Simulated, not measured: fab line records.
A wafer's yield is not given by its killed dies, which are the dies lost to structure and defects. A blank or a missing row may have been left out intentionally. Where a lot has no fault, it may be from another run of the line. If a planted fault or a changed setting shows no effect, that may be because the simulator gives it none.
fab line records ; flow n5_finfet ; part 1 of 2: steps 1 to 4 of 6
record: lots: 21; wafers: 63; last_day: 20
route steps=1938 shown SDB@376 DUMMY_REMOVAL@377 HKMG_FIN@439
lots with no fault: from the same line, run without faults
start_h: hours from the record's opening day to when the first of the lot's shown wafers began ; wait_h: time in hours since the lot's previous step ; " same as the row above ; L1.1+2: several wafers, shown together as one row ; - value missing, or start not given ; * or withheld: withheld ; < > ~ a bound
route shown NAME@n: NAME is a module with steps in the file, n the number in the route of the first one ; usual: mean/standard deviation of fault-free wafers ; same: alike in all rows ; chamber/n: place in a boat ; sites: the reading at each site ; _std_site: standard deviation across them ; _edge_site: the outer-site mean with the inner-site mean subtracted ; radius_mm: how far each site lies from the wafer's centre ; mask NAME#n: copy n ; behind: the tool/chamber that last shaped the wafer ; hold: cause of the lot's hold/its duration in hours/its outcome ; device: which transistor (n, p or np) failed to switch ; end of line: tests run on the same wafers once the route is complete ; a step with no rows: only its recipe ; killed: count of dies lost to structure and defects at first sort (not the wafer's yield) ; map: dies across one wafer; x = killed, . = not, _ = none there
set.NAME: the setting as run; set.NAME@STEP: as run at that earlier step ; model.NAME: the simulator's own value behind a step, which no gauge read
steps of the route over a sample of lots; a table a step, a row a wafer
services: the hour from which a tool's chamber was out of use, counted from the record's first day as start_h (under 0 if before that day), plus the number of hours and why
== steps ==
step: N5_SDB_INSPECT_36
recipe: inspect_instrument: darkfield; mode: post_cmp
usual: raw_defect_count: 39/18
lot.wafer;tool;chamber;start_h;wait_h;raw_defect_count
L074.2;defect_inspect-02;-;69.92;0.0;46
L074.3;defect_inspect-02;-;69.92;0.0;39
L074.5;defect_inspect-02;-;69.92;0.0;29
L075.3;defect_inspect-01;-;81.85;0.0;80
L075.5;defect_inspect-01;-;81.85;0.0;28
L075.6;defect_inspect-01;-;81.85;0.0;11
L076.1;defect_inspect-02;-;86.54;0.0;28
L076.4;defect_inspect-02;-;86.54;0.0;19
L076.5;defect_inspect-02;-;86.54;0.0;43
L077.1;defect_inspect-01;-;92.81;0.0;33
L077.4;defect_inspect-01;-;92.81;0.0;21
L077.5;defect_inspect-01;-;92.81;0.0;32
L078.1;defect_inspect-02;-;93.13;0.0;91
L078.3;defect_inspect-02;-;93.13;0.0;80
L078.6;defect_inspect-02;-;93.13;0.0;53
L080.1;defect_inspect-01;-;106.55;0.0;28
L080.3;defect_inspect-01;-;106.55;0.0;14
L080.6;defect_inspect-01;-;106.55;0.0;43
L081.2;defect_inspect-02;-;112.48;0.0;31
L081.3;defect_inspect-02;-;112.48;0.0;43
L081.4;defect_inspect-02;-;112.48;0.0;53
L082.2;defect_inspect-01;-;117.15;0.0;56
L082.4;defect_inspect-01;-;117.15;0.0;49
L082.5;defect_inspect-01;-;117.15;0.0;107
L083.2;defect_inspect-02;-;127.73;0.0;30
L083.5;defect_inspect-02;-;127.73;0.0;41
L083.6;defect_inspect-02;-;127.73;0.0;26
L084.1;defect_inspect-01;-;129.71;0.0;15
L084.4;defect_inspect-01;-;129.71;0.0;28
L084.6;defect_inspect-01;-;129.71;0.0;29
L085.1;defect_inspect-01;-;136.36;0.0;49
L085.2;defect_inspect-01;-;136.36;0.0;31
L085.4;defect_inspect-01;-;136.36;0.0;25
L086.2;defect_inspect-02;-;144.12;0.3;14
L086.4;defect_inspect-02;-;144.12;0.3;22
L086.6;defect_inspect-02;-;144.12;0.3;11
L087.1;defect_inspect-02;-;146.36;0.0;15
L087.2;defect_inspect-02;-;146.36;0.0;24
L087.4;defect_inspect-02;-;146.36;0.0;22
L088.1;defect_inspect-02;-;153.06;0.0;65
L088.2;defect_inspect-02;-;153.06;0.0;28
L088.6;defect_inspect-02;-;153.06;0.0;71
L089.1;defect_inspect-02;-;162.10;0.0;38
L089.2;defect_inspect-02;-;162.10;0.0;34
L089.6;defect_inspect-02;-;162.10;0.0;55
L090.1;defect_inspect-02;-;165.81;0.0;57
L090.3;defect_inspect-02;-;165.81;0.0;39
L090.5;defect_inspect-02;-;165.81;0.0;48
L093.3;defect_inspect-02;-;182.56;0.0;25
L093.4;defect_inspect-02;-;182.56;0.0;33
L093.6;defect_inspect-02;-;182.56;0.0;39
L094.4;defect_inspect-02;-;189.32;0.0;79
L094.5;defect_inspect-02;-;189.32;0.0;41
L094.6;defect_inspect-02;-;189.32;0.0;62
L095.2;defect_inspect-02;-;193.04;0.0;30
L095.4;defect_inspect-02;-;193.04;0.0;49
L095.5;defect_inspect-02;-;193.04;0.0;25
L096.2;defect_inspect-02;-;205.80;0.0;28
L096.3;defect_inspect-02;-;205.80;0.0;27
L096.4;defect_inspect-02;-;205.80;0.0;27
L097.1;defect_inspect-02;-;211.66;0.0;28
L097.4;defect_inspect-02;-;211.66;0.0;52
L097.6;defect_inspect-02;-;211.66;0.0;44
step: N5_DUMMY_REMOVAL_HM_STRIP_01
recipe: chemistry: CH3F/O2; material: SiNx; target_depth_a: 40; stop_on: poly-Si; time_s: 6.8; over_etch_frac: 0.3; ion_energy_ev: 60; power_w: 410; bias_w: 29; Ar_flow_sccm: 150; CH3F_flow_sccm: 30; O2_flow_sccm: 20
usual: bias_w: 29.00/0.084; drypump_motor_current_A: 5.6/0.35; oes_product_au: 0.65/0.06; rf_vpp_V: 127.4/1; showerhead_plenum_p_Torr: 2.00/0.077; throttle_valve_pct: 16.32/0.19
lot.wafer;tool;chamber;start_h;wait_h;bias_w;drypump_motor_current_A;oes_product_au;rf_hours_counter_h;rf_vpp_V;showerhead_plenum_p_Torr;throttle_valve_pct
L074.2;rie_diel-03;1;69.95;0.0;28.84;6.5;0.65;126;127.5;2.01;16.29
L074.3;rie_diel-03;0;69.95;0.0;29.13;6.0;0.79;2;129.1;2.04;16.09
L074.5;rie_diel-03;0;69.95;0.0;28.94;6.0;0.79;-;128.8;2.04;16.10
L075.3;rie_diel-03;2;81.89;0.0;28.96;5.4;0.57;189;128.2;2.08;16.44
L075.5;rie_diel-03;3;81.89;0.0;28.90;4.9;0.62;-;128.0;2.08;16.55
L075.6;rie_diel-03;2;81.89;0.0;28.96;5.4;0.58;-;127.7;2.08;16.43
L076.1;rie_diel-06;3;86.62;0.1;28.92;5.8;0.58;171;127.8;2.00;16.50
L076.4;rie_diel-06;2;86.62;0.1;29.05;5.8;0.67;76;127.3;1.86;16.24
L076.5;rie_diel-06;3;86.62;0.1;28.98;5.8;0.59;-;127.3;2.00;16.51
L077.1;rie_diel-06;3;92.84;0.0;29.01;5.8;0.58;174;127.6;2.00;16.51
L077.4;rie_diel-06;3;92.84;0.0;28.92;5.8;0.58;-;126.3;2.00;16.52
L077.5;rie_diel-06;2;92.84;0.0;29.09;5.9;0.68;-;127.3;1.86;16.20
L078.1;rie_diel-02;0;93.17;0.0;29.24;5.5;0.68;79;126.5;1.94;16.13
L078.3;rie_diel-02;1;93.17;0.0;28.94;5.4;0.72;36;127.6;2.12;16.01
L078.6;rie_diel-02;1;93.17;0.0;28.88;5.4;0.72;-;128.9;2.12;16.00
L080.1;rie_diel-02;0;106.62;0.1;29.16;5.5;0.67;83;126.7;1.94;16.12
L080.3;rie_diel-02;3;106.62;0.1;28.98;5.7;0.62;176;126.5;1.89;16.39
L080.6;rie_diel-02;0;106.62;0.1;29.04;5.5;0.67;-;127.6;1.94;16.13
L081.2;rie_diel-02;3;112.51;0.0;29.12;5.7;0.61;178;127.2;1.89;16.40
L081.3;rie_diel-02;1;112.51;0.0;29.02;5.4;0.70;42;130.3;2.12;16.03
L081.4;rie_diel-02;1;112.51;0.0;28.99;5.4;0.71;-;130.5;2.12;16.03
L082.2;rie_diel-02;1;117.35;0.2;28.83;5.4;0.70;44;127.1;2.12;16.05
L082.4;rie_diel-02;2;117.35;0.2;28.95;5.5;0.61;-;127.8;2.00;16.35
L082.5;rie_diel-02;1;117.35;0.2;28.91;5.4;0.70;-;129.7;2.12;16.03
L083.2;rie_diel-02;3;127.77;0.0;28.85;5.7;0.61;181;128.3;1.89;16.40
L083.5;rie_diel-02;0;127.77;0.0;29.01;5.5;0.67;-;127.1;1.94;16.15
L083.6;rie_diel-02;3;127.77;0.0;28.85;5.6;0.61;-;127.4;1.89;16.40
L084.1;rie_diel-02;3;129.75;0.0;28.93;5.7;0.61;182;126.2;1.89;16.42
L084.4;rie_diel-02;0;129.75;0.0;28.88;5.5;0.67;85;127.4;1.94;16.12
L084.6;rie_diel-02;2;129.75;0.0;28.91;5.5;0.61;-;127.7;2.00;16.37
L085.1;rie_diel-03;2;136.39;0.0;29.08;5.4;0.57;205;128.8;2.07;16.45
L085.2;rie_diel-03;1;136.39;0.0;28.96;6.5;0.64;140;126.8;2.01;16.33
L085.4;rie_diel-03;3;136.39;0.0;28.98;4.9;0.62;165;129.6;2.08;16.59
L086.2;rie_diel-06;2;144.15;0.0;29.01;5.8;0.66;95;124.4;1.85;16.27
L086.4;rie_diel-06;0;144.15;0.0;28.90;5.5;0.78;7;126.1;1.97;15.94
L086.6;rie_diel-06;2;144.15;0.0;28.85;5.9;0.66;-;125.8;1.85;16.26
L087.1;rie_diel-02;1;146.49;0.1;28.93;5.4;0.69;55;127.8;2.12;16.06
L087.2;rie_diel-02;0;146.49;0.1;29.04;5.5;0.67;90;128.0;1.94;16.15
L087.4;rie_diel-02;2;146.49;0.1;29.00;5.5;0.60;170;126.9;2.00;16.38
L088.1;rie_diel-06;0;153.10;0.0;29.02;5.5;0.76;10;126.2;1.97;15.94
L088.2;rie_diel-06;3;153.10;0.0;28.92;5.8;0.58;192;126.9;1.99;16.54
L088.6;rie_diel-06;0;153.10;0.0;28.91;5.5;0.78;-;126.6;1.97;15.97
L089.1;rie_diel-06;3;162.13;0.0;28.95;5.8;0.57;194;127.4;1.99;16.56
L089.2;rie_diel-06;1;162.13;0.0;29.06;5.4;0.69;58;126.4;2.05;16.42
L089.6;rie_diel-06;2;162.13;0.0;29.06;5.8;0.65;-;127.6;1.85;16.25
L090.1;rie_diel-03;3;165.85;0.0;28.99;4.9;0.61;172;128.0;2.07;16.62
L090.3;rie_diel-03;1;165.85;0.0;28.99;6.5;0.63;148;125.9;2.00;16.35
L090.5;rie_diel-03;2;165.85;0.0;29.07;5.4;0.56;-;127.8;2.07;16.47
L093.3;rie_diel-06;1;182.60;0.0;29.05;5.4;0.68;64;127.4;2.05;16.45
L093.4;rie_diel-06;0;182.60;0.0;29.21;5.5;0.75;18;127.0;1.97;15.97
L093.6;rie_diel-06;3;182.60;0.0;29.04;5.8;0.57;-;126.7;1.99;16.58
L094.4;rie_diel-06;2;189.35;0.0;28.99;5.9;0.65;106;127.1;1.85;16.28
L094.5;rie_diel-06;1;189.35;0.0;28.93;5.4;0.69;-;127.8;2.05;16.44
L094.6;rie_diel-06;2;189.35;0.0;28.90;5.9;0.65;-;126.0;1.85;16.27
L095.2;rie_diel-02;3;193.08;0.0;28.94;5.7;0.60;200;127.2;1.89;16.44
L095.4;rie_diel-02;0;193.08;0.0;29.02;5.5;0.66;102;126.3;1.93;16.18
L095.5;rie_diel-02;1;193.08;0.0;28.89;5.4;0.68;-;127.5;2.11;16.07
L096.2;rie_diel-06;2;205.84;0.0;29.01;5.8;0.64;110;125.9;1.85;16.29
L096.3;rie_diel-06;1;205.84;0.0;29.09;5.4;0.68;70;127.6;2.05;16.48
L096.4;rie_diel-06;0;205.84;0.0;29.14;5.5;0.74;24;125.9;1.96;15.97
L097.1;rie_diel-03;0;211.70;0.0;29.04;6.0;0.70;42;126.9;2.03;16.16
L097.4;rie_diel-03;1;211.70;0.0;28.97;6.5;0.61;-;126.6;2.00;16.36
L097.6;rie_diel-03;2;211.70;0.0;28.99;5.4;0.56;-;127.1;2.06;16.49
step: N5_HKMG_FIN_STRIP_92
recipe: chemistry: N2/H2; material: SOC; time_s: 20; power_w: 500; temp_c: 40; pressure_mtorr: 50; rf_frequency_hz: 6e+07; bias_power_w: 8; h2_frac: 0.5; n2_flow_sccm: 300; h2_flow_sccm: 300
usual: drypump_motor_current_A: 5.6/0.43; oes_product_au: 0.77/0.059; power_w: 499.9/1.4; rf_vpp_V: 54.1/1; showerhead_plenum_p_Torr: 3.34/0.12; throttle_valve_pct: 19.0/0.37
lot.wafer;tool;chamber;start_h;wait_h;drypump_motor_current_A;oes_product_au;power_w;rf_hours_counter_h;rf_vpp_V;showerhead_plenum_p_Torr;throttle_valve_pct
L074.2;rie_diel-04;1;75.52;0.1;6.1;0.76;499.9;144;52.9;3.23;19.1
L074.3;rie_diel-04;3;75.52;0.1;5.5;0.83;500.2;114;54.7;3.23;18.7
L074.5;rie_diel-04;3;75.52;0.1;5.5;0.83;498.4;-;54.7;3.23;18.7
L075.3;rie_diel-01;0;87.40;0.1;6.3;0.72;497.1;202;55.9;3.44;19.0
L075.5;rie_diel-01;1;87.40;0.1;5.8;0.81;502.8;-;54.0;3.57;19.0
L075.6;rie_diel-01;2;87.40;0.1;5.1;0.74;499.8;-;53.2;3.38;20.0
L076.1;rie_diel-01;0;92.02;0.1;6.2;0.72;501.9;204;54.7;3.44;19.0
L076.4;rie_diel-01;2;92.02;0.1;5.1;0.75;498.5;177;54.0;3.38;20.0
L076.5;rie_diel-01;0;92.02;0.1;6.2;0.72;498.2;-;55.4;3.44;19.0
L077.1;rie_diel-01;3;98.37;0.1;5.1;0.79;499.3;110;54.5;3.21;18.7
L077.4;rie_diel-01;1;98.37;0.1;5.8;0.82;501.0;83;54.0;3.57;19.0
L077.5;rie_diel-01;3;98.37;0.1;5.1;0.79;501.0;-;53.9;3.21;18.7
L078.1;rie_diel-01;1;98.88;0.1;5.8;0.81;498.3;83;52.3;3.57;19.1
L078.3;rie_diel-01;0;98.88;0.1;6.3;0.71;498.2;208;54.9;3.44;19.0
L078.6;rie_diel-01;0;98.88;0.1;6.3;0.71;498.4;-;55.2;3.44;19.0
L080.1;rie_diel-05;2;112.61;0.1;5.3;0.70;498.4;194;54.7;3.42;18.4
L080.3;rie_diel-05;0;112.61;0.1;5.1;0.76;498.8;164;52.1;3.22;19.1
L080.6;rie_diel-05;3;112.61;0.1;5.4;0.69;498.7;-;52.1;3.15;18.5
L081.2;rie_diel-01;1;117.92;0.1;5.8;0.79;500.8;91;53.4;3.56;19.1
L081.3;rie_diel-01;0;117.92;0.1;6.2;0.71;498.8;215;54.6;3.43;19.0
L081.4;rie_diel-01;3;117.92;0.1;5.1;0.77;500.1;117;52.8;3.21;18.7
L082.2;rie_diel-05;3;122.71;0.1;5.4;0.69;499.2;211;54.4;3.15;18.5
L082.4;rie_diel-05;0;122.71;0.1;5.1;0.76;500.8;167;51.0;3.22;19.1
L082.5;rie_diel-05;1;122.71;0.1;6.2;0.80;499.9;-;54.4;3.34;19.0
L083.2;rie_diel-04;0;133.45;0.1;5.8;0.78;498.5;117;52.7;3.39;19.0
L083.5;rie_diel-04;2;133.45;0.1;5.6;0.93;500.7;-;54.4;3.42;18.9
L083.6;rie_diel-04;1;133.45;0.1;6.1;0.74;500.5;-;53.5;3.22;19.1
L084.1;rie_diel-04;1;135.67;0.1;6.2;0.74;499.6;165;53.9;3.22;19.1
L084.4;rie_diel-04;2;135.67;0.1;5.6;0.92;500.8;19;55.0;3.42;19.0
L084.6;rie_diel-04;1;135.67;0.1;6.2;0.75;498.8;-;52.6;3.22;19.1
L085.1;rie_diel-04;1;141.99;0.1;6.1;0.73;502.2;167;52.5;3.22;19.1
L085.2;rie_diel-04;2;141.99;0.1;5.6;0.93;497.8;21;56.4;3.42;19.0
L085.4;rie_diel-04;3;141.99;0.1;5.5;0.82;498.8;135;54.0;3.22;18.8
L086.2;rie_diel-04;1;149.83;0.1;6.1;0.74;501.2;170;51.8;3.22;19.1
L086.4;rie_diel-04;2;149.83;0.1;5.6;0.92;500.8;24;56.0;3.41;19.0
L086.6;rie_diel-04;3;149.83;0.1;5.5;0.80;499.9;-;55.2;3.22;18.8
L087.1;rie_diel-01;0;151.87;0.1;6.2;0.70;497.6;224;55.0;3.43;19.0
L087.2;rie_diel-01;2;151.87;0.1;5.1;0.72;501.5;196;55.8;3.37;20.0
L087.4;rie_diel-01;3;151.87;0.1;5.1;0.78;499.4;126;53.5;3.20;18.7
L088.1;rie_diel-01;0;159.29;0.1;6.2;0.70;501.3;227;55.1;3.42;19.0
L088.2;rie_diel-01;2;159.29;0.1;5.1;0.72;502.0;199;53.0;3.37;20.0
L088.6;rie_diel-01;2;159.29;0.1;5.2;0.72;501.0;-;53.5;3.37;20.0
L089.1;rie_diel-01;0;168.66;0.1;6.3;0.70;497.3;230;53.2;3.42;19.0
L089.2;rie_diel-01;3;168.66;0.1;5.1;0.77;499.7;131;53.4;3.20;18.7
L089.6;rie_diel-01;0;168.66;0.1;6.3;0.70;498.2;-;54.7;3.42;19.0
L090.1;rie_diel-04;0;171.57;0.1;5.8;0.77;500.4;127;53.8;3.39;19.0
L090.3;rie_diel-04;3;171.57;0.1;5.5;0.81;498.3;143;54.6;3.21;18.8
L090.5;rie_diel-04;0;171.57;0.1;5.9;0.76;499.0;-;53.7;3.39;19.0
L093.3;rie_diel-04;2;188.00;0.1;5.6;0.91;500.9;32;54.3;3.41;19.0
L093.4;rie_diel-04;1;188.00;0.1;6.2;0.75;499.0;178;53.8;3.22;19.1
L093.6;rie_diel-04;1;188.00;0.1;6.2;0.74;501.6;-;54.2;3.22;19.2
L094.4;rie_diel-05;0;194.92;0.1;5.2;0.74;500.6;193;53.0;3.21;19.1
L094.5;rie_diel-05;2;194.92;0.1;5.3;0.68;497.8;-;54.8;3.40;18.4
L094.6;rie_diel-05;1;194.92;0.1;6.2;0.79;500.6;-;53.9;3.33;19.1
L095.2;rie_diel-05;0;198.36;0.1;5.2;0.73;499.3;193;53.9;3.21;19.1
L095.4;rie_diel-05;1;198.36;0.1;6.2;0.79;502.0;142;53.9;3.33;19.1
L095.5;rie_diel-05;1;198.36;0.1;6.2;0.79;501.0;-;52.5;3.33;19.1
L096.2;rie_diel-04;2;211.25;0.1;5.6;0.90;500.9;38;54.4;3.41;19.0
L096.3;rie_diel-04;0;211.25;0.1;5.8;0.75;501.7;139;55.1;3.38;19.0
L096.4;rie_diel-04;3;211.25;0.1;5.5;0.79;500.0;155;54.4;3.21;18.8
L097.1;rie_diel-05;1;217.53;0.1;6.2;0.79;500.6;146;53.5;3.33;19.1
L097.4;rie_diel-05;3;217.53;0.1;5.5;0.66;501.0;242;53.6;3.13;18.6
L097.6;rie_diel-05;3;217.53;0.1;5.5;0.66;499.4;-;53.0;3.13;18.6
step: N5_HKMG_FIN_ETCH_67
recipe: chemistry: N2/H2; target: SOC; target_depth_a: 3889; stop_on: TiN; ion_energy_ev: 100; bias_w: 61; pressure_mtorr: 30; source_w: 850; n2_flow_sccm: 200; h2_flow_sccm: 200
usual: bias_w: 60.99/0.17; drypump_motor_current_A: 5.6/0.42; oes_product_au: 0.76/0.057; rf_vpp_V: 240.4/1.3; showerhead_plenum_p_Torr: 2.51/0.091; throttle_valve_pct: 17.80/0.21
lot.wafer;tool;chamber;start_h;wait_h;bias_w;drypump_motor_current_A;oes_product_au;rf_hours_counter_h;rf_vpp_V;showerhead_plenum_p_Torr;throttle_valve_pct
L074.2;rie_diel-04;0;77.49;-;61.07;5.8;0.79;99;240.1;2.58;17.52
L074.3;rie_diel-04;3;77.49;-;60.99;5.5;0.80;115;239.0;2.44;17.69
L074.5;rie_diel-04;0;77.49;-;61.12;5.8;0.80;-;240.9;2.58;17.51
L075.3;rie_diel-04;3;89.41;-;61.00;5.5;0.80;118;238.7;2.44;17.65
L075.5;rie_diel-04;2;89.41;-;60.78;5.7;0.95;-;241.7;2.59;17.81
L075.6;rie_diel-04;3;89.41;-;60.91;5.5;0.79;-;238.4;2.44;17.68
L076.1;rie_diel-01;2;94.31;-;61.13;5.1;0.72;178;241.6;2.56;18.24
L076.4;rie_diel-01;0;94.31;-;61.04;6.2;0.71;205;241.0;2.60;17.83
L076.5;rie_diel-01;0;94.31;-;60.89;6.2;0.70;-;240.6;2.60;17.85
L077.1;rie_diel-01;3;100.34;-;61.14;5.1;0.79;110;239.8;2.43;17.67
L077.4;rie_diel-01;2;100.34;-;61.27;5.1;0.73;180;240.9;2.56;18.25
L077.5;rie_diel-01;2;100.34;-;60.97;5.1;0.73;-;239.4;2.56;18.25
L078.1;rie_diel-04;2;101.06;-;61.16;5.6;0.94;7;242.3;2.59;17.81
L078.3;rie_diel-04;0;101.06;-;61.20;5.8;0.79;107;239.8;2.57;17.53
L078.6;rie_diel-04;2;101.06;-;61.05;5.6;0.94;-;242.3;2.59;17.81
L080.1;rie_diel-05;0;114.55;-;60.94;5.2;0.75;164;239.6;2.44;17.76
L080.3;rie_diel-05;2;114.55;-;60.95;5.3;0.71;195;240.7;2.59;17.56
L080.6;rie_diel-05;0;114.55;-;60.98;5.1;0.75;-;239.9;2.44;17.75
L081.2;rie_diel-05;0;119.87;-;61.00;5.2;0.76;166;237.9;2.44;17.78
L081.3;rie_diel-05;3;119.87;-;61.16;5.4;0.69;210;239.4;2.38;17.50
L081.4;rie_diel-05;2;119.87;-;61.03;5.3;0.71;196;242.5;2.59;17.55
L082.2;rie_diel-05;1;124.66;-;61.09;6.2;0.79;114;241.0;2.53;17.94
L082.4;rie_diel-05;0;124.66;-;60.57;5.2;0.75;167;239.2;2.44;17.75
L082.5;rie_diel-05;1;124.66;-;60.82;6.2;0.79;-;241.0;2.53;17.95
L083.2;rie_diel-05;2;135.39;-;61.17;5.3;0.71;202;239.9;2.59;17.57
L083.5;rie_diel-05;1;135.39;-;61.19;6.2;0.79;-;241.5;2.53;17.94
L083.6;rie_diel-05;2;135.39;-;60.68;5.3;0.70;-;241.1;2.59;17.56
L084.1;rie_diel-04;3;137.61;-;61.09;5.5;0.78;134;239.8;2.43;17.70
L084.4;rie_diel-04;0;137.61;-;61.10;5.8;0.78;118;241.0;2.57;17.54
L084.6;rie_diel-04;1;137.61;-;60.89;6.2;0.73;-;238.1;2.44;18.03
L085.1;rie_diel-04;1;143.93;-;60.99;6.1;0.73;168;238.6;2.44;18.04
L085.2;rie_diel-04;3;143.93;-;61.06;5.5;0.77;136;239.5;2.43;17.70
L085.4;rie_diel-04;0;143.93;-;61.07;5.9;0.78;121;238.8;2.57;17.56
L086.2;rie_diel-04;1;151.94;-;60.93;6.2;0.72;171;240.5;2.43;18.04
L086.4;rie_diel-04;0;151.94;-;61.16;5.8;0.77;124;240.5;2.57;17.55
L086.6;rie_diel-04;0;151.94;-;61.05;5.8;0.77;-;240.7;2.57;17.55
L087.1;rie_diel-01;1;153.81;-;61.02;5.8;0.80;100;242.1;2.70;17.70
L087.2;rie_diel-01;3;153.81;-;60.91;5.0;0.77;126;239.4;2.42;17.69
L087.4;rie_diel-01;0;153.81;-;61.12;6.3;0.69;224;241.9;2.60;17.88
L088.1;rie_diel-01;3;161.50;-;61.25;5.0;0.77;129;238.4;2.42;17.70
L088.2;rie_diel-01;2;161.50;-;60.86;5.1;0.70;199;239.2;2.55;18.28
L088.6;rie_diel-01;1;161.50;-;60.99;5.9;0.80;-;243.5;2.70;17.72
L089.1;rie_diel-05;2;170.65;-;61.27;5.3;0.70;216;241.5;2.58;17.60
L089.2;rie_diel-05;3;170.65;-;61.13;5.4;0.68;230;238.4;2.37;17.52
L089.6;rie_diel-05;3;170.65;-;61.04;5.4;0.69;-;238.6;2.37;17.53
L090.1;rie_diel-01;3;173.52;-;61.02;5.0;0.77;133;239.0;2.42;17.71
L090.3;rie_diel-01;0;173.52;-;61.14;6.3;0.68;232;241.3;2.59;17.89
L090.5;rie_diel-01;1;173.52;-;61.10;5.8;0.79;-;242.2;2.70;17.74
L093.3;rie_diel-05;1;189.96;-;61.25;6.1;0.77;139;241.5;2.52;17.99
L093.4;rie_diel-05;3;189.96;-;61.17;5.5;0.67;236;239.5;2.37;17.53
L093.6;rie_diel-05;1;189.96;-;61.22;6.2;0.77;-;239.7;2.52;17.97
L094.4;rie_diel-04;3;196.90;-;61.01;5.5;0.76;-;239.6;2.43;17.73
L094.5;rie_diel-04;0;196.90;-;60.92;5.9;0.76;-;242.1;2.56;17.58
L094.6;rie_diel-04;1;196.90;-;60.89;6.1;0.72;-;238.9;2.43;18.07
L095.2;rie_diel-01;1;200.30;-;61.09;5.8;0.79;117;242.4;2.69;17.76
L095.4;rie_diel-01;3;200.30;-;61.23;5.1;0.76;142;239.6;2.41;17.71
L095.5;rie_diel-01;3;200.30;-;60.95;5.0;0.76;-;239.8;2.41;17.70
L096.2;rie_diel-01;3;213.19;-;60.94;5.1;0.75;147;239.3;2.41;17.72
L096.3;rie_diel-01;2;213.19;-;60.94;5.1;0.70;211;241.7;2.54;18.30
L096.4;rie_diel-01;1;213.19;-;60.96;5.8;0.78;121;241.5;2.69;17.74
L097.1;rie_diel-01;3;219.47;-;61.02;5.0;0.75;150;238.2;2.41;17.74
L097.4;rie_diel-01;1;219.47;-;60.79;5.9;0.77;124;242.1;2.69;17.74
L097.6;rie_diel-01;3;219.47;-;61.56;5.0;0.76;-;240.6;2.41;17.73
